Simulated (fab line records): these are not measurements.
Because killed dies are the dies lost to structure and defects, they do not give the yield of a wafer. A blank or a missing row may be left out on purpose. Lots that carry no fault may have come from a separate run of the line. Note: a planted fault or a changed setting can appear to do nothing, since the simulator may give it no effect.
Matching of chambers + flow n5 finfet + N5_PASSIVATION_STRIP_34 on rie diel-05: 4 sister chambers
The step strips in O2. 14 wafers are shown with their chamber, then 7 later ones without.

WAFERS, EACH WITH ITS CHAMBER
| wafer  | chamber | drypump motor current A (A) | showerhead plenum p Torr (Torr) | throttle valve pct (%) |
|--------|---------|-----------------------------|---------------------------------|------------------------|
| L256.1 | 3       | 6.6                         | 2.17                            | 16.90                  |
| L256.3 | 1       | 5.4                         | 2.23                            | 16.50                  |
| L256.5 | 0       | 6.3                         | 2.13                            | 16.61                  |
| L259.1 | 1       | 5.4                         | 2.23                            | 16.46                  |
| L259.4 | 3       | 6.5                         | 2.16                            | 16.93                  |
| L259.6 | 0       | 6.3                         | 2.13                            | 16.61                  |
| L266.4 | 2       | 5.7                         | 2.13                            | 16.68                  |
| L266.5 | 0       | 6.3                         | 2.12                            | 16.69                  |
| L266.6 | 1       | 5.4                         | 2.22                            | 16.44                  |
| L267.1 | 1       | 5.4                         | 2.22                            | 16.49                  |
| L267.2 | 3       | 6.6                         | 2.15                            | 16.50                  |
| L267.6 | 2       | 5.7                         | 2.13                            | 16.67                  |
| L272.3 | 0       | 6.3                         | 2.12                            | 16.68                  |
| L272.5 | 0       | 6.3                         | 2.12                            | 16.67                  |

SIGNATURES (averages over the wafers above)
| reading                  | chamber 0 | chamber 1 | chamber 2 | chamber 3 | scatter within a chamber |
|--------------------------|-----------|-----------|-----------|-----------|--------------------------|
| drypump motor current A  | 6.300     | 5.400     | 5.700     | 6.567     | 0.0258                   |
| showerhead plenum p Torr | 2.1240    | 2.2250    | 2.1300    | 2.1600    | 0.00648                  |
| throttle valve pct       | 16.6520   | 16.4725   | 16.6750   | 16.7767   | 0.111                    |
Rule: a wafer's distance from a chamber is the root of the sum, over the readings, of the square of ((its reading less the chamber's mean) divided by the reading's scatter). If the next closest chamber is less than 2 further off than the closest, the wafer can't be placed; otherwise it belongs to the closest. How the scatter is found: for the shown wafers, subtract from each reading the mean of its chamber, square and add these, divide the total by (wafers less chambers), then take the root.

WAFERS WITH NO CHAMBER GIVEN
| wafer  | drypump motor current A (A) | showerhead plenum p Torr (Torr) | throttle valve pct (%) |
|--------|-----------------------------|---------------------------------|------------------------|
| L272.6 | 5.4                         | 2.22                            | 16.52                  |
| L276.1 | 6.3                         | 2.11                            | 16.75                  |
| L276.5 | 5.7                         | 2.12                            | 16.76                  |
| L276.6 | 6.3                         | 2.11                            | 16.76                  |
| L278.3 | 5.8                         | 2.12                            | 16.74                  |
| L278.4 | 5.4                         | 2.21                            | 16.54                  |
| L278.6 | 6.3                         | 2.11                            | 16.78                  |

WHICH CHAMBER EACH ONE RAN IN
| wafer  | from the rows above | in truth |
|--------|---------------------|----------|
| L272.6 | 1                   | 1        |
| L276.1 | 0                   | 0        |
| L276.5 | 2                   | 2        |
| L276.6 | 0                   | 0        |
| L278.3 | 2                   | 2        |
| L278.4 | 1                   | 1        |
| L278.6 | 0                   | 0        |
7 of 7 placed correctly. Not placeable from these rows: 0. Wrongly placed: 0.
